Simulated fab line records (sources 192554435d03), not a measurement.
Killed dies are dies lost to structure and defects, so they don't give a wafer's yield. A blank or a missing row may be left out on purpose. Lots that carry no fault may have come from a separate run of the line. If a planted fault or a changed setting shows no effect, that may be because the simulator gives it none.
Chamber matching ; flow n5 finfet ; cvd co-01 running N5_BEOL_M2_CO_CAP_55: 3 sister chambers
The step material Co, precursor CCTBA/H2, target thk 2 nm, time 102.1 s. 24 wafers are shown with their chamber, then 12 later ones without.

## WAFERS PAIRED WITH THEIR CHAMBERS
wafer;chamber;heater power w (W)
L075.2;0;241
L075.5;0;239
L075.6;2;230
L076.4;1;205
L076.5;2;228
L076.6;0;241
L078.4;2;226
L078.5;1;212
L078.6;0;233
L083.3;1;210
L083.4;2;233
L083.5;0;238
L082.2;2;239
L082.3;0;245
L082.6;2;243
L084.1;2;226
L084.4;1;200
L084.6;0;232
L086.1;1;204
L086.2;0;242
L086.3;2;233
L085.1;2;229
L085.4;0;244
L085.6;1;202

SIGNATURES, as means of the wafers listed above
reading;chamber 0;chamber 1;chamber 2;scatter within a chamber
heater power w;239.44;205.50;231.89;5.08
Rule: distance of a wafer from a chamber = root of the sum over the readings of ((wafer's reading minus chamber's mean) / reading's scatter) squared. The wafer belongs to the nearest chamber; if the next one is less than 2 further off, it can't be placed. How the scatter is found: for the shown wafers, subtract from each reading the mean of its chamber, square and add these, divide the total by (wafers less chambers), then take the root.

## WAFERS WITHOUT THEIR CHAMBER
wafer;heater power w (W)
L090.1;231
L090.2;207
L090.6;240
L089.2;205
L089.3;228
L089.6;240
L093.1;209
L093.5;235
L093.6;239
L094.2;233
L094.3;206
L094.5;235

## THE CHAMBER EACH PASSED THROUGH
wafer;from the rows above;in truth
L090.1;can't be placed: 2 or 0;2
L090.2;1;1
L090.6;can't be placed: 0 or 2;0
L089.2;1;1
L089.3;can't be placed: 2 or 0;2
L089.6;can't be placed: 0 or 2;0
L093.1;1;1
L093.5;can't be placed: 2 or 0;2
L093.6;can't be placed: 0 or 2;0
L094.2;can't be placed: 2 or 0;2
L094.3;1;1
L094.5;can't be placed: 2 or 0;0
4 of 12 placed correctly. These rows do not allow placing 8 (true chamber among the candidates in 8). Wrongly placed: 0.
